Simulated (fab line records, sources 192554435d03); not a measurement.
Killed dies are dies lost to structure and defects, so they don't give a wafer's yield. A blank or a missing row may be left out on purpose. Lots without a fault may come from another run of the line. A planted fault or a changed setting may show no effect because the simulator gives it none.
fab line records | flow n5_finfet
record lots=9 wafers=24 last_day=16
route steps=1938 shown HKMG_FIN@412 BEOL_M4@1111 PASSIVATION@1936
lots that met no fault: from a run of the same line without faults
start_h: hours from the record's first day to the start of the lot's first wafer shown | wait_h: hours since the lot's step before | " the same as in the row above | L1.1+2: a row that stands for several wafers | - no value, or no start given | * or withheld: withheld | < > ~ a bound
route shown NAME@n: a module of which the file shows steps, and the number in the route of the first | usual: mean/standard deviation of fault-free wafers | same: alike in all rows | chamber/n: place in a boat | sites: the reading at each site | _std_site: their standard deviation | _edge_site: outer sites' mean less inner sites' | radius_mm: how far each site lies from the wafer's centre | mask NAME#n: copy n | behind: the tool/chamber that last shaped the wafer | hold: why the lot was held/for how many hours/how that ended | device: the transistor (n, p or np) that didn't switch | end of line: the same wafers' tests at the end of the route | a step without rows: its recipe alone | killed: dies lost to structure and defects at the first sort, not the wafer's yield | map: a wafer's dies, x killed, . not, _ none there
set.NAME: the setting as run; set.NAME@STEP: as run at that earlier step | model.NAME: the simulator's own value behind a step, which no gauge read
steps of the route over a sample of lots; a table a step, a row a wafer
services: from which hour (start_h, from the record's first day; less than 0 if before it) a tool's chamber was out of use, for how many hours, and why
## steps
# step N5_HKMG_FIN_ALD_79
# recipe material=TiN target_thk_a=15 temp_c=400 ald_precursor_family=TiCl4 ald_co_reactant=NH3 pulse_time_s=1 purge_time_s=3 co_reactant_purge_time_s=2 co_reactant_pulse_time_s=2 ald_cycles=68 pressure_torr=3
# usual heater_power_w=868/66 precursor_pulse_height_rel=1.001/0.021
# same co_reactant_purge_time_s=2 purge_time_s=3
# columns lot.wafer tool chamber start_h wait_h heater_power_w precursor_pulse_height_rel
L775.1 ald_metal-04 1 86.71 0.0 846 1.015
L775.2 " 0 " " 773 0.992
L775.3 " 3 " " 887 0.994
L777.1 ald_metal-04 3 96.87 0.0 901 0.979
L777.5 " 2 " " 968 0.992
L777.6 " 3 " " 894 1.009
L779.2 ald_metal-04 0 109.85 0.0 768 1.009
L779.3 " 2 " " 937 0.972
L780.1 ald_metal-04 0 118.72 0.0 798 0.991
L780.6 " 1 " " 854 0.998
L781.1 ald_metal-04 1 121.92 0.2 846 1.021
L781.3 " 0 " " 770 0.988
L782.3 ald_metal-01 0 129.50 0.0 850 1.019
L782.4 " 3 " " 942 1.003
L782.6 " 1 " " 898 1.008
L785.1 ald_metal-01 1 148.53 0.0 886 1.002
L785.4 " 2 " " 935 0.977
L785.5 " 1 " " 901 0.988
L790.4 ald_metal-01 3 176.52 0.0 936 0.975
L790.5 " 3 " " 915 0.969
L790.6 " 0 " " 873 0.990
L793.4 ald_metal-01 3 193.08 0.0 926 0.993
L793.5 " 1 " " 890 0.995
L793.6 " 0 " " 841 0.944
# step N5_HKMG_FIN_PWFM_ALD_03
# recipe material=TiN target_thk_a=20 temp_c=400 ald_precursor_family=TiCl4 ald_co_reactant=NH3 pulse_time_s=1 purge_time_s=3 co_reactant_purge_time_s=2 co_reactant_pulse_time_s=2 ald_cycles=91 pressure_torr=3
# usual heater_power_w=858/73 precursor_pulse_height_rel=1.000/0.02
# same co_reactant_purge_time_s=2 purge_time_s=3
# columns lot.wafer tool chamber start_h wait_h heater_power_w precursor_pulse_height_rel
L775.1 ald_metal-03 0 87.94 0.0 920 0.983
L775.2 " 1 " " 826 1.013
L775.3 " 2 " " 762 1.002
L777.1 ald_metal-03 3 98.06 0.0 737 0.993
L777.5 " 1 " " 819 1.015
L777.6 " 2 " " 744 1.032
L779.2 ald_metal-01 0 110.93 0.0 874 1.028
L779.3 " 2 " " 939 0.979
L780.1 ald_metal-04 2 119.79 0.0 952 0.998
L780.6 " 3 " " 875 0.995
L781.1 ald_metal-01 3 123.26 0.0 919 0.996
L781.3 " 1 " " 875 1.013
L782.3 ald_metal-04 2 130.65 0.0 959 1.019
L782.4 " 3 " " 903 0.967
L782.6 " 1 " " 875 1.014
L785.1 ald_metal-01 3 149.70 0.0 947 1.025
L785.4 " 0 " " 869 1.004
L785.5 " 0 " " 846 1.033
L790.4 ald_metal-01 2 177.59 0.0 938 0.977
L790.5 " 2 " " 909 1.010
L790.6 " 1 " " 893 0.986
L793.4 ald_metal-03 1 194.16 0.0 806 0.997
L793.5 " 1 " " 799 1.009
L793.6 " 2 " " 762 0.966
# step N5_HKMG_FIN_INSPECT_14
# recipe mode=adi inspect_instrument=macro
# usual raw_defect_count=2.1/1.4
# columns lot.wafer tool chamber start_h wait_h raw_defect_count
L775.1 defect_inspect-02 - 88.70 0.0 2
L775.2 " - " " 0
L775.3 " - " " 3
L777.1 defect_inspect-01 - 98.82 0.0 0
L777.5 " - " " 1
L777.6 " - " " 2
L779.2 defect_inspect-01 - 111.82 0.0 279
L779.3 " - " " 3
L780.1 defect_inspect-01 - 120.56 0.0 293
L780.6 " - " " 2
L781.1 defect_inspect-01 - 124.15 0.0 2
L781.3 " - " " 296
L782.3 defect_inspect-02 - 131.55 0.0 1
L782.4 " - " " 2
L782.6 " - " " 3
L785.1 defect_inspect-02 - 150.60 0.0 0
L785.4 " - " " 2
L785.5 " - " " 0
L790.4 defect_inspect-02 - 178.49 0.0 1
L790.5 " - " " 2
L790.6 " - " " 2
L793.4 defect_inspect-02 - 195.07 0.0 0
L793.5 " - " " 3
L793.6 " - " " 3
# step N5_HKMG_FIN_ETCH_31
# recipe chemistry=CF4 target=SiARC target_depth_a=455 mask_material=CAR-ArF time_s=75.8 ion_energy_ev=80 pressure_mtorr=40 source_w=545 bias_w=36 Ar_flow_sccm=100 cf4_flow_sccm=100 ends=cleared
# usual drypump_motor_current_A=5.7/0.43 etch_rf_on_time_s=75.4/2.1 oes_product_au=0.69/0.078 rf_vpp_V=184.0/1.1 showerhead_plenum_p_Torr=2.14/0.058 throttle_valve_pct=15.52/0.26
# columns lot.wafer tool chamber start_h wait_h drypump_motor_current_A etch_rf_on_time_s oes_product_au rf_hours_counter_h rf_vpp_V showerhead_plenum_p_Torr throttle_valve_pct
L775.1 rie_diel-05 1 88.77 0.0 5.8 80.7 0.57 244 183.4 2.11 15.99
L775.2 " 2 " " 5.2 78.2 0.69 78 183.9 2.09 15.22
L775.3 " 3 " " 5.7 74.9 0.64 164 186.4 2.22 15.73
L777.1 rie_diel-05 1 98.91 0.0 5.8 79.3 0.57 247 183.6 2.11 16.02
L777.5 " 1 " " 5.8 78.9 0.57 - 181.6 2.11 16.01
L777.6 " 2 " " 5.2 76.8 0.69 - 183.0 2.09 15.23
L779.2 rie_diel-03 3 111.89 0.0 6.3 72.9 0.63 198 184.3 2.12 15.73
L779.3 " 2 " " 6.6 76.5 0.75 26 183.2 2.11 15.32
L780.1 rie_diel-05 2 120.74 0.0 5.2 77.6 0.69 88 183.2 2.09 15.24
L780.6 " 3 " " 5.6 73.4 0.63 - 184.3 2.21 15.76
L781.1 rie_diel-05 3 124.31 0.0 5.6 74.3 0.64 177 184.6 2.21 15.77
L781.3 " 2 " " 5.2 77.7 0.68 90 181.7 2.09 15.24
L782.3 rie_diel-04 2 131.62 0.0 5.9 76.0 0.59 229 183.5 2.04 15.59
L782.4 " 3 " " 5.9 76.6 0.61 - 185.0 2.20 15.94
L782.6 " 2 " " 5.9 76.9 0.58 - 181.2 2.04 15.59
L785.1 rie_diel-04 3 150.66 0.0 5.9 76.6 0.60 214 185.2 2.20 15.94
L785.4 " 2 " " 5.9 76.9 0.57 237 182.5 2.03 15.59
L785.5 " 0 " " 5.7 74.2 0.83 - 184.2 2.11 15.61
L790.4 rie_diel-03 1 178.71 0.0 5.1 74.1 0.62 222 183.9 2.12 15.67
L790.5 " 3 " " 6.3 73.6 0.60 - 184.4 2.12 15.77
L790.6 " 0 " " 5.8 75.1 0.75 - 184.0 2.09 15.50
L793.4 rie_diel-05 0 195.13 0.0 5.5 75.4 0.73 58 184.8 2.18 15.12
L793.5 " 1 " " 5.8 80.5 0.74 - 184.4 2.10 15.56
L793.6 " 0 " " 5.5 75.4 0.72 - 183.0 2.18 15.12
# step N5_HKMG_FIN_ETCH_32
# recipe chemistry=N2/H2 target=SOC target_depth_a=2400 temp_c=40 time_s=300 ion_energy_ev=200 mask_material=SiARC pressure_mtorr=30 source_w=840 bias_w=150 n2_flow_sccm=200 h2_flow_sccm=200
# usual drypump_motor_current_A=5.8/0.43 oes_product_au=0.81/0.091 rf_vpp_V=523.8/2.3 showerhead_plenum_p_Torr=2.54/0.075 throttle_valve_pct=17.72/0.26
# columns lot.wafer tool chamber start_h wait_h drypump_motor_current_A oes_product_au rf_hours_counter_h rf_vpp_V showerhead_plenum_p_Torr throttle_valve_pct
L775.1 rie_diel-05 1 88.83 0.0 5.8 0.66 244 522.8 2.50 18.06
L775.2 " 2 " " 5.2 0.81 78 523.1 2.47 17.39
L775.3 " 3 " " 5.6 0.75 164 526.9 2.64 17.84
L777.1 rie_diel-05 1 98.96 0.0 5.8 0.67 247 522.5 2.50 18.04
L777.5 " 1 " " 5.8 0.67 - 521.5 2.50 18.06
L777.6 " 2 " " 5.2 0.82 - 521.6 2.47 17.41
L779.2 rie_diel-03 3 111.94 0.0 6.3 0.72 198 522.5 2.51 17.93
L779.3 " 2 " " 6.6 0.88 26 524.0 2.49 17.66
L780.1 rie_diel-05 2 120.79 0.0 5.2 0.80 88 522.8 2.47 17.43
L780.6 " 3 " " 5.6 0.75 - 526.0 2.63 17.87
L781.1 rie_diel-05 3 124.37 0.0 5.6 0.75 177 526.2 2.63 17.86
L781.3 " 2 " " 5.2 0.80 91 522.5 2.47 17.41
L782.3 rie_diel-04 2 131.67 0.0 5.9 0.67 230 520.7 2.41 17.73
L782.4 " 3 " " 5.9 0.70 - 525.9 2.62 18.18
L782.6 " 2 " " 5.9 0.68 - 521.1 2.41 17.74
L785.1 rie_diel-04 3 150.72 0.0 6.0 0.69 214 526.3 2.62 18.21
L785.4 " 2 " " 5.9 0.66 237 518.9 2.41 17.74
L785.5 " 0 " " 5.7 0.98 - 521.8 2.48 17.81
L790.4 rie_diel-03 1 178.77 0.0 5.2 0.73 222 522.3 2.50 17.71
L790.5 " 3 " " 6.3 0.71 - 522.3 2.50 17.98
L790.6 " 0 " " 5.8 0.88 - 521.5 2.49 17.91
L793.4 rie_diel-05 0 195.19 0.0 5.4 0.85 58 522.6 2.58 17.32
L793.5 " 1 " " 5.8 0.87 - 521.6 2.48 17.64
L793.6 " 0 " " 5.5 0.86 - 523.8 2.58 17.32
# step N5_BEOL_M4_RC_MEAS_101
# usual DIBL_N=36.3/1.7 DIBL_P=36.3/2.2 IOFF_N=0.16/0.034 IOFF_P=0.21/0.038 ION_N=673/13 ION_P=461/8.3 SS_N=71.5/0.55 SS_P=73.3/0.67 VT_N=250/3.4 VT_P=-251/3.5
# columns lot.wafer tool chamber start_h wait_h DIBL_N[mV/V] DIBL_P[mV/V] IOFF_N[nA/um] IOFF_P[nA/um] ION_N[uA/um] ION_P[uA/um] SS_N[mV/dec] SS_P[mV/dec] VT_N[mV] VT_P[mV]
L775.1 prober-01 0 177.92 0.0 35.3 34.0 0.15 0.18 665 454 70.9 73.4 249 -251
L775.2 " 0 " " 33.9 32.8 0.12 0.17 644 446 70.8 73.3 253 -253
L775.3 " 0 " " 35.4 35.6 0.15 0.21 660 456 71.4 73.8 253 -249
L777.1 prober-01 0 193.51 0.0 37.5 39.8 0.24 0.25 685 460 72.3 73.0 243 -250
L777.5 " 0 " " 35.6 37.9 0.21 0.21 682 458 71.8 72.4 245 -249
L777.6 " 0 " " 39.1 42.1 0.29 0.29 690 464 73.6 74.3 239 -245
L779.2 prober-02 0 208.27 0.2 35.2 35.5 0.16 0.21 673 459 70.9 73.5 247 -252
L779.3 " 0 " " 34.3 34.4 0.14 0.19 659 455 71.2 71.9 251 -253
L781.1 prober-01 0 210.59 0.0 37.0 39.3 0.16 0.25 656 464 71.9 73.5 251 -247
L781.3 " 0 " " 37.0 39.2 0.16 0.23 679 465 72.1 73.6 251 -251
L780.1 prober-02 0 211.15 0.0 36.0 35.6 0.16 0.21 667 458 71.7 72.8 248 -249
L780.6 " 0 " " 37.5 37.1 0.20 0.24 686 462 71.5 72.8 245 -249
L782.3 prober-01 0 213.62 0.3 39.5 39.5 0.22 0.33 698 484 72.3 74.4 248 -241
L782.4 " 0 " " 35.5 35.5 0.15 0.23 680 472 71.4 73.7 248 -245
L782.6 " 0 " " 36.1 35.8 0.15 0.22 677 468 72.1 73.2 253 -247
L785.1 prober-02 0 242.56 0.0 39.9 40.9 0.24 0.29 703 474 72.0 73.6 242 -246
L785.4 " 0 " " 36.0 37.5 0.17 0.23 685 474 71.5 73.0 248 -247
L785.5 " 0 " " 35.6 36.3 0.16 0.21 681 461 71.8 72.6 247 -250
L790.4 prober-02 0 268.68 0.5 37.7 36.8 0.17 0.17 680 453 71.8 73.3 248 -259
L790.5 " 0 " " 36.5 34.2 0.15 0.15 668 450 71.5 73.3 253 -258
L790.6 " 0 " " 36.4 34.9 0.14 0.15 674 454 70.8 72.7 250 -259
L793.4 prober-02 0 287.43 0.5 39.4 39.6 0.22 0.27 699 475 71.7 73.7 244 -247
L793.5 " 0 " " 35.8 34.8 0.13 0.18 669 462 71.5 72.2 255 -251
L793.6 " 0 " " 37.2 37.5 0.18 0.23 688 471 71.2 74.1 248 -250
# step N5_PASSIVATION_PROBE_49
# usual defect_limited_yield=91.4/1.6 killed_at_M0_to_M3=34/10 killed_at_M4_up=12/4.8 killed_at_contacts=11/6.2 killed_at_front_end=39/13 killed_at_other=4/3.1 killed_dies=101/19 killed_open=67/14 killed_short=32/8.3 sort_bin_5_function=5.0/1 sort_bin_6_memory=3.2/0.76 sort_bin_8_speed=0.00/0.026 sort_n_pass=1079/19
# same gross_dies=1180 killed_at_back_side=0 sort_bin_4_leakage[%]=0
# columns lot.wafer tool chamber start_h wait_h defect_limited_yield[%] killed_at_M0_to_M3 killed_at_M4_up killed_at_contacts killed_at_front_end killed_at_other killed_dies killed_open killed_short sort_bin_5_function[%] sort_bin_6_memory[%] sort_bin_8_speed[%] sort_n_pass
L779.2 prober-02 - 305.33 0.1 82.5 33 11 10 149 4 207 81 31 10.6 5.6 0 973
L779.3 prober-02 - 305.38 0.1 87.8 37 13 23 67 4 144 102 38 6.5 5.3 0 1036
L780.1 prober-01 - 311.26 0.0 83.1 40 8 11 131 10 200 61 41 11.0 4.7 0 980
L780.6 prober-01 - 311.51 0.3 90.3 48 18 6 36 6 114 68 44 6.0 3.1 0 1066
L781.1 prober-01 - 320.94 0.0 92.5 33 13 13 26 4 89 60 28 5.2 2.4 0 1091
L790.5 prober-02 - 376.92 0.2 90.7 45 17 14 26 8 110 80 28 5.6 3.4 0 1070
L793.4 prober-02 - 392.51 0.2 89.0 29 18 21 59 3 130 84 46 5.7 4.9 0 1050
L793.5 prober-02 - 392.56 0.2 93.5 17 14 7 38 1 77 52 23 4.1 2.4 0 1103
L793.6 prober-02 - 392.61 0.3 92.5 18 9 19 39 3 88 50 37 4.2 2.8 0 1092
# killed by level:class
L779.2 HKMG_FIN:unspecified=93 STI_FIN_REVEAL:geometric_particle:open=29 BEOL_M0_SAQP:geometric_particle:short=12 MOL_CONTACT_COAG:geometric_particle:open=8 BEOL_M0_SAQP:geometric_particle:open=8 BEOL_M1:geometric_particle:open=7 FIN_SAQP:geometric_particle:open=6 STI_FIN_REVEAL:geometric_particle:short=6
L779.3 STI_FIN_REVEAL:geometric_particle:open=21 MOL_CONTACT_COAG:geometric_particle:open=18 FIN_SAQP:geometric_particle:open=14 FIN_SAQP:geometric_particle:short=11 BEOL_M1:geometric_particle:open=10 BEOL_M0_SAQP:geometric_particle:short=9 BEOL_M0_SAQP:geometric_particle:open=8 BEOL_M4:geometric_particle:open=7
L780.1 HKMG_FIN:unspecified=98 STI_FIN_REVEAL:geometric_particle:open=13 BEOL_M0_SAQP:geometric_particle:open=11 FIN_SAQP:geometric_particle:short=10 BEOL_M0_SAQP:geometric_particle:short=10 MOL_CONTACT_COAG:geometric_particle:open=8 FIN_SAQP:geometric_particle:open=5 BEOL_M0:geometric_particle:open=4
L780.6 BEOL_M0_SAQP:geometric_particle:open=18 BEOL_M0_SAQP:geometric_particle:short=16 GATE_CUT:geometric_particle:short=8 FIN_SAQP:geometric_particle:open=6 BEOL_M4:geometric_particle:open=6 MOL_CONTACT_COAG:geometric_particle:open=5 FIN_SAQP:geometric_particle:short=4 GATE_CUT:geometric_particle:open=4
L781.1 FIN_SAQP:geometric_particle:open=12 MOL_CONTACT_COAG:geometric_particle:open=11 BEOL_M0:geometric_particle:open=6 BEOL_M1:geometric_particle:open=6 BEOL_M3:geometric_particle:short=6 FIN_SAQP:geometric_particle:short=4 GATE_CUT:geometric_particle:open=4 BEOL_M0_SAQP:geometric_particle:open=4
L790.5 MOL_CONTACT_COAG:geometric_particle:open=14 BEOL_M3:geometric_particle:open=11 BEOL_M0_SAQP:geometric_particle:open=10 STI_FIN_REVEAL:geometric_particle:open=7 BEOL_M1:geometric_particle:short=6 BEOL_M1:geometric_particle:open=5 PASS1_CAP:geometric_particle:short=5 FIN_SAQP:geometric_particle:open=4
L793.4 MOL_CONTACT_COAG:geometric_particle:open=18 STI_FIN_REVEAL:geometric_particle:open=15 FIN_SAQP:geometric_particle:short=14 FIN_SAQP:geometric_particle:open=9 BEOL_M4:geometric_particle:open=9 BEOL_M2:geometric_particle:open=8 BEOL_M0_SAQP:geometric_particle:short=7 DUMMY_GATE:geometric_particle:open=6
L793.5 FIN_SAQP:geometric_particle:short=8 BEOL_M4:geometric_particle:open=7 FIN_SAQP:geometric_particle:open=6 MOL_CONTACT_COAG:geometric_particle:open=6 STI_FIN_REVEAL:geometric_particle:open=5 DUMMY_GATE:geometric_particle:open=5 GATE_CUT:geometric_particle:short=4 BEOL_M0_SAQP:geometric_particle:open=4
L793.6 MOL_CONTACT_COAG:geometric_particle:open=17 FIN_SAQP:geometric_particle:short=9 BEOL_M0_SAQP:geometric_particle:short=7 GATE_CUT:geometric_particle:short=6 BEOL_M1:geometric_particle:open=6 FIN_SAQP:geometric_particle:open=5 STI_FIN_REVEAL:geometric_particle:open=5 DUMMY_GATE:geometric_particle:open=4
## services
# columns tool chamber start_h hours kind
rie_diel-04 1 74.69 - clean
rie_diel-04 1 74.69 - consumable_replace:focus_ring
rie_diel-04 1 74.69 - consumable_replace:showerhead
rie_diel-04 1 74.69 12.3 scheduled_down
rie_diel-04 1 74.69 12.3 vent_cycle
ald_metal-01 2 75.98 13.1 repair
rie_diel-04 0 96.43 3.4 repair
ald_metal-03 - 105.34 6.0 pm
rie_diel-05 1 106.79 - clean
rie_diel-05 1 106.79 - consumable_replace:focus_ring
rie_diel-05 1 106.79 17.9 scheduled_down
rie_diel-05 1 106.79 17.9 vent_cycle
ald_metal-03 - 115.20 8.7 pm
rie_diel-04 0 118.61 - clean
rie_diel-04 0 118.61 - consumable_replace:focus_ring
rie_diel-04 0 118.61 15.0 scheduled_down
rie_diel-04 0 118.61 15.0 vent_cycle
ald_metal-03 1 126.28 2.3 repair
rie_diel-03 0 151.36 2.6 repair
rie_diel-04 3 172.52 3.1 repair
ald_metal-01 2 180.10 2.0 repair
rie_diel-04 2 184.78 - clean
rie_diel-04 2 184.78 - consumable_replace:focus_ring
rie_diel-04 2 184.78 - consumable_replace:showerhead
## key
first_sign step=N5_HKMG_FIN_INSPECT_14 reading=raw_defect_count direction=up sigmas=99+ usual=2.1 struck=289.3
effect step=N5_PASSIVATION_PROBE_49 reading=killed_at_front_end direction=up sigmas=7.8 usual=39 struck=140
more_kills_born_at N5_HKMG_FIN_ALD_79@ald_metal-04=191
met_at N5_HKMG_FIN_ALD_79
struck_lots L779,L780,L781
struck_wafers L779.2,L780.1,L781.3
rows_end L781.3
not_acting_at N5_HKMG_FIN_PWFM_ALD_03,N5_HKMG_FIN_ETCH_31,N5_HKMG_FIN_ETCH_32
onset_between 86.71 109.85
fault kind=chamber_particle_source tool=ald_metal-04 chamber=0 onset_h=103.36 steps=N5_HKMG_FIN_ALD_79 rate_per_visit_cm2=0.46265
# rows_end: these wafers met a further fault down the route, and their rows from its step on are left out
